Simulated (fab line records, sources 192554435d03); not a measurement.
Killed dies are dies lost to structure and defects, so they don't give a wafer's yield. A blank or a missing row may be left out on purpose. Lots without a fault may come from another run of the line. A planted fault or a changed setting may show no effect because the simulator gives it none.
Which tool did it? | flow n5_finfet | 24 lots, 72 wafers sampled, at 5 steps of a route of 1938

WHAT THE GAUGES READ, wafer by wafer
N5_BEOL_M2_INSPECT_59: inspects for defects (darkfield).
lot  | measured     | on                | raw_defect_count
L075 | day 7 02:10  | defect_inspect-01 | 91 85 86
L074 | day 7 03:58  | defect_inspect-02 | 72 49 91
L076 | day 7 08:35  | defect_inspect-02 | 99 84 74
L077 | day 7 16:15  | defect_inspect-02 | 66 84 77
L078 | day 8 18:10  | defect_inspect-02 | 92 59 88
L080 | day 8 19:14  | defect_inspect-02 | 52 107 95
L079 | day 8 20:16  | defect_inspect-02 | 72 43 119
L082 | day 8 23:01  | defect_inspect-02 | 47 49 56
L081 | day 8 23:43  | defect_inspect-02 | 64 48 69
L083 | day 9 06:40  | defect_inspect-02 | 99 38 62
L084 | day 9 06:47  | defect_inspect-01 | 97 78 55
L085 | day 9 09:46  | defect_inspect-02 | 49 43 71
L086 | day 10 01:13 | defect_inspect-02 | 95 70 99
L087 | day 10 06:32 | defect_inspect-01 | 107 55 108
L088 | day 10 09:52 | defect_inspect-02 | 73 44 63
L089 | day 11 02:45 | defect_inspect-01 | 96 107 96
L090 | day 11 06:47 | defect_inspect-02 | 78 79 96
L091 | day 11 09:59 | defect_inspect-02 | 112 77 85
L092 | day 11 12:52 | defect_inspect-02 | 69 83 77
L093 | day 11 20:45 | defect_inspect-01 | 72 74 73
L094 | day 12 00:28 | defect_inspect-01 | 55 95 102
L095 | day 12 07:47 | defect_inspect-01 | 70 60 58
L096 | day 12 13:20 | defect_inspect-01 | 78 53 49
L097 | day 12 20:05 | defect_inspect-02 | 95 50 63

N5_BEOL_M3_THK_MEAS_01.
lot  | measured     | on            | M3_ILD_THK (nm)
L075 | day 7 02:16  | film_metro-02 | 78.2 78.5 80.0
L074 | day 7 04:04  | film_metro-02 | 78.4 78.1 80.1
L076 | day 7 08:43  | film_metro-01 | 79.5 80.5 79.7
L077 | day 7 16:22  | film_metro-01 | 78.6 79.7 80.1
L078 | day 8 18:16  | film_metro-02 | 78.6 78.2 79.6
L080 | day 8 19:21  | film_metro-02 | 78.8 78.9 79.7
L079 | day 8 20:22  | film_metro-01 | 77.8 77.1 79.6
L082 | day 8 23:08  | film_metro-02 | 79.8 78.9 79.1
L081 | day 8 23:51  | film_metro-02 | 78.8 79.1 79.0
L083 | day 9 06:46  | film_metro-02 | 78.3 79.2 80.8
L084 | day 9 06:53  | film_metro-02 | 77.8 78.9 78.9
L085 | day 9 09:52  | film_metro-01 | 78.2 78.6 80.7
L086 | day 10 01:21 | film_metro-01 | 79.7 79.7 79.7
L087 | day 10 06:38 | film_metro-02 | 79.3 79.6 80.6
L088 | day 10 09:58 | film_metro-01 | 77.5 79.5 79.4
L089 | day 11 02:51 | film_metro-01 | 79.3 78.7 80.3
L090 | day 11 06:53 | film_metro-01 | 77.5 78.2 79.5
L091 | day 11 10:06 | film_metro-01 | 77.1 76.1 79.6
L092 | day 11 12:58 | film_metro-01 | 79.0 78.6 79.8
L093 | day 11 20:51 | film_metro-02 | 77.9 79.2 79.5
L094 | day 12 00:34 | film_metro-02 | 78.7 80.3 79.8
L095 | day 12 07:53 | film_metro-02 | 78.3 78.1 79.8
L096 | day 12 13:26 | film_metro-02 | 78.2 77.4 78.8
L097 | day 12 20:11 | film_metro-01 | 77.5 80.5 79.6

N5_BEOL_M3_OCD_MEAS_38.
lot  | measured     | on     | trench_depth_nm (nm)
L075 | day 7 07:35  | ocd-01 | 56.9 55.2 54.7
L074 | day 7 11:37  | ocd-02 | 57.3 54.6 55.8
L076 | day 7 15:04  | ocd-02 | 54.2 56.0 55.8
L077 | day 8 07:58  | ocd-01 | 57.6 57.8 57.0
L078 | day 9 02:55  | ocd-02 | 57.0 56.7 58.0
L080 | day 9 05:43  | ocd-02 | 57.3 55.1 55.1
L079 | day 9 02:11  | ocd-01 | 56.8 58.0 56.7
L082 | day 9 09:04  | ocd-02 | 55.9 54.8 55.6
L081 | day 9 09:54  | ocd-02 | 57.5 55.2 55.4
L083 | day 9 13:30  | ocd-01 | 55.3 54.3 55.9
L084 | day 9 14:13  | ocd-02 | 57.1 56.7 54.9
L085 | day 9 21:30  | ocd-02 | 55.6 56.5 55.6
L086 | day 10 12:32 | ocd-02 | 55.5 55.0 54.7
L087 | day 10 20:02 | ocd-01 | 57.0 56.3 56.7
L088 | day 10 23:14 | ocd-02 | 54.3 56.4 53.6
L089 | day 11 06:14 | ocd-02 | 55.8 56.7 55.7
L090 | day 11 11:48 | ocd-01 | 57.0 53.2 56.5
L091 | day 11 19:33 | ocd-02 | 55.4 56.6 56.9
L092 | day 12 00:30 | ocd-01 | 55.3 57.3 55.1
L093 | day 12 20:31 | ocd-01 | 55.7 56.5 53.5
L094 | day 13 01:28 | ocd-01 | 57.0 55.0 55.1
L095 | day 12 14:26 | ocd-01 | 54.6 56.7 54.4
L096 | day 13 01:31 | ocd-01 | 56.2 55.9 58.2
L097 | day 13 01:35 | ocd-02 | 53.2 55.2 55.8

WHICH TOOL RAN EACH LOT (tool, then ch and the chambers of the sampled wafers, then the start)
lot  | N5_BEOL_M3_ETCH_74                 | N5_BEOL_M3_ETCH_70
L075 | rie_diel-06 ch 0,1,2, day 7 03:06  | rie_diel-05 ch 0,3, day 7 07:13
L074 | rie_diel-05 ch 1,2, day 7 05:16    | rie_diel-05 ch 0,2, day 7 11:16
L076 | rie_diel-06 ch 0,1,2, day 7 11:50  | rie_diel-03 ch 1,2, day 7 14:42
L077 | rie_diel-06 ch 0,2,3, day 7 18:58  | rie_diel-05 ch 2,3, day 8 07:35
L078 | rie_diel-03 ch 0,2,3, day 8 20:07  | rie_diel-05 ch 1,2, day 9 02:34
L080 | rie_diel-06 ch 0,2,3, day 8 20:17  | rie_diel-06 ch 0,3, day 9 05:22
L079 | rie_diel-05 ch 1,3, day 8 22:28    | rie_diel-05 ch 1,2,3, day 9 01:50
L082 | rie_diel-03 ch 2,3, day 9 02:21    | rie_diel-03 ch 1,2,3, day 9 08:43
L081 | rie_diel-03 ch 0,1,2, day 9 02:52  | rie_diel-05 ch 1,2,3, day 9 09:32
L083 | rie_diel-03 ch 0,1, day 9 09:05    | rie_diel-06 ch 0,2,3, day 9 13:09
L084 | rie_diel-03 ch 1,2,3, day 9 09:19  | rie_diel-06 ch 0,1,3, day 9 13:52
L085 | rie_diel-05 ch 1,3, day 9 11:16    | rie_diel-05 ch 1,3, day 9 21:09
L086 | rie_diel-03 ch 1,2,3, day 10 01:59 | rie_diel-03 ch 0,1,2, day 10 12:11
L087 | rie_diel-05 ch 1,2, day 10 12:50   | rie_diel-05 ch 1,2, day 10 19:41
L088 | rie_diel-03 ch 0,2, day 10 13:30   | rie_diel-03 ch 0,2,3, day 10 22:53
L089 | rie_diel-06 ch 0,1,2, day 11 03:58 | rie_diel-05 ch 0,1,3, day 11 05:53
L090 | rie_diel-06 ch 0,1,3, day 11 09:43 | rie_diel-03 ch 0,3, day 11 11:27
L091 | rie_diel-05 ch 1,2,3, day 11 12:01 | rie_diel-05 ch 0,1,2, day 11 19:12
L092 | rie_diel-05 ch 0,1,3, day 11 13:37 | rie_diel-06 ch 0,1,3, day 12 00:09
L093 | rie_diel-05 ch 0,2,3, day 12 00:46 | rie_diel-03 ch 0,1,3, day 12 20:09
L094 | rie_diel-05 ch 0,3, day 12 01:41   | rie_diel-06 ch 1,2,3, day 13 01:06
L095 | rie_diel-03 ch 1,2,3, day 12 09:15 | rie_diel-05 ch 2,3, day 12 14:04
L096 | rie_diel-06 ch 0,1,2, day 12 14:43 | rie_diel-05 ch 1,2,3, day 13 01:10
L097 | rie_diel-06 ch 0,1,3, day 12 21:19 | rie_diel-03 ch 0,1,2, day 13 01:13
- N5_BEOL_M3_ETCH_74: etches underlayer in N2/H2, target depth 6.5 nm, time 5.2 s.
- N5_BEOL_M3_ETCH_70: etches SOC in N2/H2, target depth 80 nm, overetch 16 nm, time 120 s.

WHAT THE TOOLS THEMSELVES READ (means of the sampled wafers that have a number; where no wafer has one, the mark that the record gives instead)
N5_BEOL_M3_ETCH_74.
lot  | tool        | bias_w (W) | drypump_motor_current_A (A) | etch_rf_on_time_s (s) | n2_flow_sccm (sccm) | oes_product_au (a.u.) | rf_vpp_V (V) | showerhead_plenum_p_Torr (Torr) | throttle_valve_pct (%)
L075 | rie_diel-06 | 149.9      | 5.48                        | 5.20                  | 200.0               | 0.63                  | 524.3        | 2.62                            | 18.1
L074 | rie_diel-05 | 150.1      | 5.62                        | 5.06                  | 200.4               | 0.66                  | 523.9        | 2.57                            | 17.8
L076 | rie_diel-06 | 150.1      | 5.47                        | 5.18                  | 200.3               | 0.62                  | 525.8        | 2.61                            | 18.1
L077 | rie_diel-06 | 149.9      | 5.45                        | 5.14                  | 200.3               | 0.64                  | 524.0        | 2.59                            | 18.2
L078 | rie_diel-03 | 150.0      | 5.47                        | 5.31                  | 200.0               | 0.59                  | 524.7        | 2.55                            | 17.9
L080 | rie_diel-06 | 149.7      | 5.43                        | 5.16                  | 199.6               | 0.62                  | 524.4        | 2.59                            | 18.2
L079 | rie_diel-05 | 149.6      | 5.36                        | 5.11                  | 200.5               | 0.67                  | 522.6        | 2.52                            | 17.8
L082 | rie_diel-03 | 150.1      | 5.19                        | 5.22                  | 199.6               | 0.59                  | 524.5        | 2.59                            | 18.2
L081 | rie_diel-03 | 150.2      | 5.50                        | 5.30                  | 200.2               | 0.63                  | 525.2        | 2.56                            | 17.7
L083 | rie_diel-03 | 150.4      | 5.72                        | 5.28                  | 199.5               | 0.63                  | 524.9        | 2.56                            | 17.6
L084 | rie_diel-03 | 149.9      | 5.25                        | 5.24                  | 199.6               | 0.62                  | 525.4        | 2.60                            | 18.0
L085 | rie_diel-05 | 149.8      | 5.38                        | 5.14                  | 199.8               | 0.68                  | 524.1        | 2.52                            | 17.8
L086 | rie_diel-03 | 150.2      | 5.23                        | 5.19                  | 200.5               | 0.62                  | 526.2        | 2.60                            | 18.0
L087 | rie_diel-05 | 149.7      | 5.55                        | 5.11                  | 200.5               | 0.77                  | 522.9        | 2.52                            | 17.5
L088 | rie_diel-03 | 149.8      | 5.72                        | 5.26                  | 200.0               | 0.59                  | 522.7        | 2.51                            | 17.8
L089 | rie_diel-06 | 149.9      | 5.49                        | 5.12                  | 200.2               | 0.67                  | 526.3        | 2.60                            | 18.0
L090 | rie_diel-06 | 149.9      | 5.28                        | 5.17                  | 199.8               | 0.66                  | 525.5        | 2.60                            | 17.9
L091 | rie_diel-05 | 150.1      | 5.49                        | 5.11                  | 200.0               | 0.71                  | 523.5        | 2.53                            | 17.7
L092 | rie_diel-05 | 150.0      | 5.26                        | 5.15                  | 199.4               | 0.73                  | 522.7        | 2.54                            | 17.8
L093 | rie_diel-05 | 149.5      | 5.35                        | 5.13                  | 199.4               | 0.73                  | 523.9        | 2.58                            | 17.9
L094 | rie_diel-05 | 150.2      | 5.20                        | 5.17                  | 200.2               | 0.67                  | 523.7        | 2.55                            | 18.0
L095 | rie_diel-03 | 149.7      | 5.23                        | 5.22                  | 200.1               | 0.77                  | 524.6        | 2.59                            | 17.7
L096 | rie_diel-06 | 150.1      | 5.50                        | 5.18                  | 200.3               | 0.66                  | 525.3        | 2.60                            | 18.0
L097 | rie_diel-06 | 150.0      | 5.30                        | 5.11                  | 200.2               | 0.66                  | 523.7        | 2.60                            | 17.9

N5_BEOL_M3_ETCH_70.
lot  | tool        | bias_w (W) | drypump_motor_current_A (A) | n2_flow_sccm (sccm) | oes_product_au (a.u.) | rf_vpp_V (V) | showerhead_plenum_p_Torr (Torr) | throttle_valve_pct (%)
L075 | rie_diel-05 | 150.1      | 5.13                        | 200.0               | 0.54                  | 525.3        | 2.60                            | 18.16
L074 | rie_diel-05 | 149.7      | 5.46                        | 200.1               | 0.53                  | 526.4        | 2.62                            | 18.08
L076 | rie_diel-03 | 150.1      | 5.29                        | 199.5               | 0.60                  | 525.7        | 2.62                            | 17.72
L077 | rie_diel-05 | 150.5      | 5.58                        | 200.4               | 0.69                  | 525.6        | 2.58                            | 17.71
L078 | rie_diel-05 | 149.9      | 5.63                        | 200.4               | 0.71                  | 523.6        | 2.56                            | 17.55
L080 | rie_diel-06 | 149.5      | 5.25                        | 200.1               | 0.55                  | 524.1        | 2.58                            | 18.00
L079 | rie_diel-05 | 149.8      | 5.49                        | 199.9               | 0.66                  | 524.0        | 2.54                            | 17.63
L082 | rie_diel-03 | 149.9      | 5.22                        | 199.4               | 0.55                  | 525.6        | 2.60                            | 17.96
L081 | rie_diel-05 | 149.5      | 5.48                        | 200.1               | 0.66                  | 524.0        | 2.54                            | 17.65
L083 | rie_diel-06 | 149.7      | 5.43                        | 199.9               | 0.56                  | 524.2        | 2.59                            | 18.12
L084 | rie_diel-06 | 150.1      | 5.28                        | 199.8               | 0.61                  | 525.1        | 2.61                            | 17.81
L085 | rie_diel-05 | 150.2      | 5.37                        | 199.8               | 0.59                  | 523.3        | 2.52                            | 17.77
L086 | rie_diel-03 | 149.7      | 5.49                        | 200.3               | 0.56                  | 525.2        | 2.56                            | 17.74
L087 | rie_diel-05 | 149.8      | 5.61                        | 199.7               | 0.69                  | 524.7        | 2.56                            | 17.56
L088 | rie_diel-03 | 150.1      | 5.45                        | 200.2               | 0.60                  | 523.9        | 2.54                            | 17.81
L089 | rie_diel-05 | 150.2      | 5.27                        | 200.3               | 0.65                  | 523.1        | 2.54                            | 17.74
L090 | rie_diel-03 | 149.6      | 5.42                        | 200.3               | 0.66                  | 524.0        | 2.58                            | 17.70
L091 | rie_diel-05 | 149.6      | 5.41                        | 200.2               | 0.69                  | 523.5        | 2.56                            | 17.64
L092 | rie_diel-06 | 150.1      | 5.29                        | 199.6               | 0.59                  | 525.4        | 2.60                            | 17.85
L093 | rie_diel-03 | 149.8      | 5.46                        | 200.4               | 0.61                  | 524.5        | 2.59                            | 17.66
L094 | rie_diel-06 | 149.6      | 5.55                        | 199.8               | 0.59                  | 524.6        | 2.56                            | 18.05
L095 | rie_diel-05 | 150.5      | 5.45                        | 199.9               | 0.59                  | 524.4        | 2.54                            | 17.89
L096 | rie_diel-05 | 150.0      | 5.48                        | 199.5               | 0.62                  | 523.7        | 2.53                            | 17.69
L097 | rie_diel-03 | 150.0      | 5.50                        | 199.3               | 0.62                  | 524.3        | 2.55                            | 17.63

THE ANSWER, worked out from the rows above alone
Rule: what is usual is taken from the lots themselves. Put in order of their means at a reading, lots are off if they are a third of the lots or fewer, leave a main group of 4 or more, and stand apart from it by a gap of 3 or more times the standard deviation of the main group's means; of several such gaps the widest counts. A main group whose means are all the same, to the digits that the tables above print for the reading, isn't used. A lot without any number at a reading at which 4 lots or more have one is off too. The other lots that the step has rows for count as sound. The gauges are gone through in route order, then the tools' own readings, and for those a lot's mean is taken as printed above. The first step at which some lot is off is used, and at that step the reading that is off furthest; a lot without a number counts as furthest.
No lot is off at any reading shown: from this, nothing can be told.

WHAT THE SIMULATOR HAD PUT IN
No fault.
